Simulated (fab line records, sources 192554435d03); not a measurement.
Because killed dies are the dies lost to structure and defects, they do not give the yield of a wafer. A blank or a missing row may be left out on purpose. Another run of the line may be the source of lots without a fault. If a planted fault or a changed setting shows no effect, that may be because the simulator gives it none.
Matching of chambers :: flow n5 finfet :: N5_MIM_TOP_LITHO_DESCUM_10 on rie diel-01: 4 sister chambers
The step chemistry O2, time 7.9 s. 8 wafers are shown with their chamber, then 7 later ones without.

## WAFERS WITH THEIR CHAMBER
wafer: L191.1
chamber: 1
showerhead plenum p Torr (Torr): 2.23
drypump motor current A (A): 5.0

wafer: L197.2
chamber: 3
showerhead plenum p Torr (Torr): 2.00
drypump motor current A (A): 6.2

wafer: L197.4
chamber: 2
showerhead plenum p Torr (Torr): 2.09
drypump motor current A (A): 5.6

wafer: L200.2
chamber: 0
showerhead plenum p Torr (Torr): 2.00
drypump motor current A (A): 6.3

wafer: L200.4
chamber: 3
showerhead plenum p Torr (Torr): 2.00
drypump motor current A (A): 6.2

wafer: L200.5
chamber: 1
showerhead plenum p Torr (Torr): 2.23
drypump motor current A (A): 5.0

wafer: L199.1
chamber: 2
showerhead plenum p Torr (Torr): 2.08
drypump motor current A (A): 5.6

wafer: L199.2
chamber: 0
showerhead plenum p Torr (Torr): 2.00
drypump motor current A (A): 6.2

## WAFERS WHOSE CHAMBER IS MISSING
wafer: L199.5
showerhead plenum p Torr (Torr): 2.08
drypump motor current A (A): 5.6

wafer: L202.2
showerhead plenum p Torr (Torr): 2.22
drypump motor current A (A): 5.0

wafer: L202.3
showerhead plenum p Torr (Torr): 2.08
drypump motor current A (A): 5.6

wafer: L202.5
showerhead plenum p Torr (Torr): 2.22
drypump motor current A (A): 5.0

wafer: L204.2
showerhead plenum p Torr (Torr): 2.00
drypump motor current A (A): 6.2

wafer: L204.3
showerhead plenum p Torr (Torr): 2.08
drypump motor current A (A): 5.6

wafer: L204.5
showerhead plenum p Torr (Torr): 2.22
drypump motor current A (A): 5.0

## THE CHAMBER EACH PASSED THROUGH
wafer: L199.5
from the rows above: 2
in truth: 2

wafer: L202.2
from the rows above: 1
in truth: 1

wafer: L202.3
from the rows above: 2
in truth: 2

wafer: L202.5
from the rows above: 1
in truth: 1

wafer: L204.2
from the rows above: can't be placed: 3 or 0
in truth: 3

wafer: L204.3
from the rows above: 2
in truth: 2

wafer: L204.5
from the rows above: 1
in truth: 1
6 of 7 placed correctly. Unplaceable from these rows: 1, with the true chamber sitting among the candidates in 1. 0 placed wrongly.
How it was worked out, from the rows above alone: a wafer's distance from a chamber is the root of the sum, over the readings, of the square of ((its reading less the chamber's mean) divided by the reading's scatter). If the next closest chamber is less than 2 further off than the closest, the wafer can't be placed; otherwise it belongs to the closest. The mean given for a chamber averages the wafers shown for that chamber. The scatter is the square root of a quotient: the sum, over the shown wafers, of each reading's squared deviation from its chamber's mean, divided by wafers minus chambers.
